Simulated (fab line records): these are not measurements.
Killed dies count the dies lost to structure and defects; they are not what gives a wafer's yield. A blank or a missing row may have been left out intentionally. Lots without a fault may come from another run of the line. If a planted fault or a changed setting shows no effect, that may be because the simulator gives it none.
Matching of chambers	flow n5Finfet	N5_BEOL_M11_STRIP_67 on rieDiel-05 has 4 sister chambers
The step strips in CF4. 4 wafers are shown with their chamber, then 7 later ones without.

WAFERS PAIRED WITH THEIR CHAMBERS
wafer	chamber	drypumpMotorCurrentA (A)
L085.2	3	5.8
L085.6	2	6.1
L090.1	1	5.8
L090.3	0	4.8

WAFERS WITH NO CHAMBER GIVEN
wafer	drypumpMotorCurrentA (A)
L090.6	4.7
L096.1	4.7
L096.2	5.8
L096.3	6.1
L097.1	4.8
L097.2	6.1
L097.5	6.1

WHICH CHAMBER EACH WENT THROUGH
wafer	from the rows above	in truth
L090.6	0	0
L096.1	0	0
L096.2	can't be placed: 1 or 3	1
L096.3	2	2
L097.1	0	0
L097.2	2	2
L097.5	2	2
Correct placement for 6 of the 7. Can't be placed from these rows: 1 (the true chamber is among the candidates in 1). Placed wrongly: 0.
How it was worked out, from the rows above alone: a wafer's distance from a chamber is the root of the sum, over the readings, of the square of ((its reading less the chamber's mean) divided by the reading's scatter). If the next closest chamber is less than 2 further off than the closest, the wafer can't be placed; otherwise it belongs to the closest. The mean given for a chamber averages the wafers shown for that chamber. The scatter: root of mean squared gap, hidden wafer to nearest shown wafer, with one shown wafer a chamber.
